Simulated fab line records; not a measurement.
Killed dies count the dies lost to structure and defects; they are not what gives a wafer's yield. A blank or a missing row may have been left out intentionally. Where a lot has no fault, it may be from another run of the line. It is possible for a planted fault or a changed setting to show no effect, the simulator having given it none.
Code-filled problem report in 8D (eight disciplines) form    flow n5Finfet    the parts of the form that need people (team, actions taken, sign-off) are left out
Where a reading is given only as a bound, like >300, the bound stands for it, and a mean or a difference that rests on one is marked > or <: the true number lies beyond.

1. WHAT WENT WRONG
Mean of rawDefectCount at N5_BEOL_M0_SAQP_INSPECT_42: 1211 across 2 wafers in 2 lots; on wafers with no fault it is 279 (standard deviation 71). Relative to the usual mean, that is a shift of +13 standard deviations.
The step: inspects for defects (brightfield).
First seen on wafer L310.2, day 7 23:40, on defectInspect-01. At this step, 12 wafers from 4 lots have a number in the record. By rule, "out" or "out of limits" means more than 4 standard deviations away from the usual mean. All remaining wafers that have a number are taken as sound.

2. WHAT IT IS, WHAT IT ISN'T
question                     is                is not
which readings at this step  rawDefectCount    -
which lots                   L310, L311        L305, L318
which wafers of those lots   L310.2, L311.3    L310.1, L310.6, L311.5, L311.6
read on which gauges         defectInspect-01  defectInspect-02
when                         from day 7 23:40  up to then (5 sound wafers); but 5 sound wafers of L311, L318 came after

3. THE SUSPECTS, EACH WITH WHAT RULES IT OUT
Counting: any tool at a process step up to the reading remains a suspect provided it ran every lot that is out. Sound lots after the first of them don't rule it out here, since some wafers of a struck lot are sound.
- the gauge at N5_BEOL_M0_SAQP_INSPECT_42 has been ruled out. All the wafers that are out were read on defectInspect-01, but those of them that N5_PASSIVATION_PROBE_49 has rows for are out there too, on other tools.
- rieDiel-06 at N5_BEOL_M0_SAQP_ETCH_83 (etches SiARC in CF4, target depth 39 nm, time 65 s): kept. It processed each lot that is out (first: L310, day 7 18:10); up to then, its last sound lot is L305 (day 6 12:41).
- rieDiel-06, N5_BEOL_M0_SAQP_ETCH_83: wafers that are out in chamber 2, sound lot-mates in chambers 0, 1, 3.
Remaining after the count: rieDiel-06 at N5_BEOL_M0_SAQP_ETCH_83.

4. THE CAUSE (what the simulator had put in)
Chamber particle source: rieDiel-06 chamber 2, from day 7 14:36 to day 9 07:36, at N5_BEOL_M0_SAQP_ETCH_83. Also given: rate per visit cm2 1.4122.
This tool alone remained once counting was done.

5. THE CHAIN OF EFFECTS, in route order
Rows list readings where the struck wafers' mean (over those with a number) sits beyond 3 standard deviations from the usual. Scope: only readings with a usual standard deviation given in the record; hours: median across lots of the time from each lot's start at the first step in this table that gives one to its start at this step; sigmas: change in usual standard deviations.
hours  step                        reading              usual   on struck wafers  change  sigmas
0      N5_BEOL_M0_SAQP_INSPECT_42  rawDefectCount       279     1211              +932    +13
2      N5_BEOL_M0_CUTY_INSPECT_59  rawDefectCount       1.8     >300              >+298   +99 or more
168    N5_PASSIVATION_PROBE_49     defectLimitedYield   91.3 %  82.1              -9.2    -7.1
168    N5_PASSIVATION_PROBE_49     killed_at_M0_to_M3   35      145               +110    +12
168    N5_PASSIVATION_PROBE_49     killedDies           103     212               +108    +7.2
168    N5_PASSIVATION_PROBE_49     killedOnRim          14      30                +16     +4.1
168    N5_PASSIVATION_PROBE_49     sort_bin_5_function  5.1 %   10.6              +5.5    +6.3
168    N5_PASSIVATION_PROBE_49     sortNPass            1077    968               -108    -7.2
168    N5_PASSIVATION_PROBE_49     sortYieldPct         91.3 %  82.1              -9.2    -7.1
Here are the process steps it includes:
- N5_PASSIVATION_PROBE_49
Later steps that measure or inspect, where all struck wafers having a row at the step show a number for every such reading and not one has moved that far: N5_BEOL_M4_RC_MEAS_101.

6. HOW IT WOULD HAVE BEEN CAUGHT EARLIER
Counted from the fault's start at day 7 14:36, it took 9 hours until the first out-of-limits reading at a measuring or inspecting step in this record, taken at day 7 23:40.
No tool reading at N5_BEOL_M0_SAQP_ETCH_83 that has a usual standard deviation in the record was out on any struck wafer, so an alarm limit of 4 standard deviations on those readings would not have fired.
Of the lots that are out (2), L311 began N5_BEOL_M0_SAQP_ETCH_83 on rieDiel-06 after day 7 23:40. A tool hold placed at that time would have kept it from harm.
